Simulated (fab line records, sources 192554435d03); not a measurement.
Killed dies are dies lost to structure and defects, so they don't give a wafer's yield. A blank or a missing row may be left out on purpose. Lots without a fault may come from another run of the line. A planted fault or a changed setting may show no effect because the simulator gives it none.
Problem report in the 8D (eight disciplines) form, filled by code | flow n5_finfet | the parts of the form that need people (team, actions taken, sign-off) are left out

1. THE PROBLEM
spin_speed_rpm at N5_BEOL_M12_COAT_04 reads a mean of 1563.8 rpm on 3 wafers of 1 lot; wafers without a fault read 1625.0 rpm with a standard deviation of 1.1. That is -56 standard deviations from the usual mean.
The step: resist thk 400 nm.
First seen on wafer L150.1, day 15 13:06, on litho_track-03. The record holds 31 wafers of 11 lots with a number at this step. Rule for "out", or "out of limits": more than 4 standard deviations from the usual mean. The other wafers with a number count as sound.

2. WHAT IT IS AND WHAT IT IS NOT
question                    | is                     | is not
which readings at this step | spin_speed_rpm         | -
which lots                  | L150                   | L134, L135, L137, L138, L141, L144, L145, L153, L154, L155
which wafers of those lots  | all that have a number | -
read on which tools         | litho_track-03         | litho_track-02, litho_track-04
when                        | from day 15 13:06      | up to then (23 sound wafers); but 5 sound wafers of L154, L155 came after

3. SUSPECTS, AND WHAT RULES EACH OUT
Counting: a tool at a process step up to the reading stays a suspect if it ran every lot that is out and no sound lot after the first of them.
- pvd_sputter-01 at N5_BEOL_M11_DEGAS_44 (time 60 s): kept. It ran the lot that is out, L150 (day 15 11:06), and no sound lot after that; its last sound lot up to then is L144 (day 12 22:03).
- pecvd-04 at N5_BEOL_M11_DEP_56 (deposits SiCN from 3MS/NH3, target thk 30 nm, time 10.5 s): kept. It ran the lot that is out, L150 (day 15 12:49), and no sound lot after that; its last sound lot up to then is L153 (day 15 03:18).
- litho_track-03 at N5_BEOL_M12_COAT_04 (resist thk 400 nm): kept. It ran the lot that is out, L150 (day 15 13:06), and no sound lot after that; its last sound lot up to then is L145 (day 13 21:54). Its own readings are out on those wafers: spin_speed_rpm.
Left after counting: pvd_sputter-01 at N5_BEOL_M11_DEGAS_44, pecvd-04 at N5_BEOL_M11_DEP_56, litho_track-03 at N5_BEOL_M12_COAT_04.

4. THE CAUSE (what the simulator had put in)
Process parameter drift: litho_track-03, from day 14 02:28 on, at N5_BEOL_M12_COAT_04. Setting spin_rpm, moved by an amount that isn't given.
Counting left 3 suspects, and this tool is among them.

5. THE CHAIN OF EFFECTS, in route order
Each row: a reading whose mean over the struck wafers that have a number lies more than 3 standard deviations from the usual. Only readings for which the record gives a usual standard deviation are gone through. hours: the time from each lot's start at the first step in this table that gives one to its start at this step, as a median over the lots. sigmas: the change in usual standard deviations.
hours | step                | reading        | usual      | on struck wafers | change | sigmas
0     | N5_BEOL_M12_COAT_04 | spin_speed_rpm | 1625.0 rpm | 1563.8           | -61.2  | -56
The process steps in it:
- N5_BEOL_M12_COAT_04: resist thk 400 nm.

6. WHAT WOULD HAVE CAUGHT IT SOONER
In this record the first reading out of limits was taken at day 15 13:06, 35 hours after the fault began at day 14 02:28.
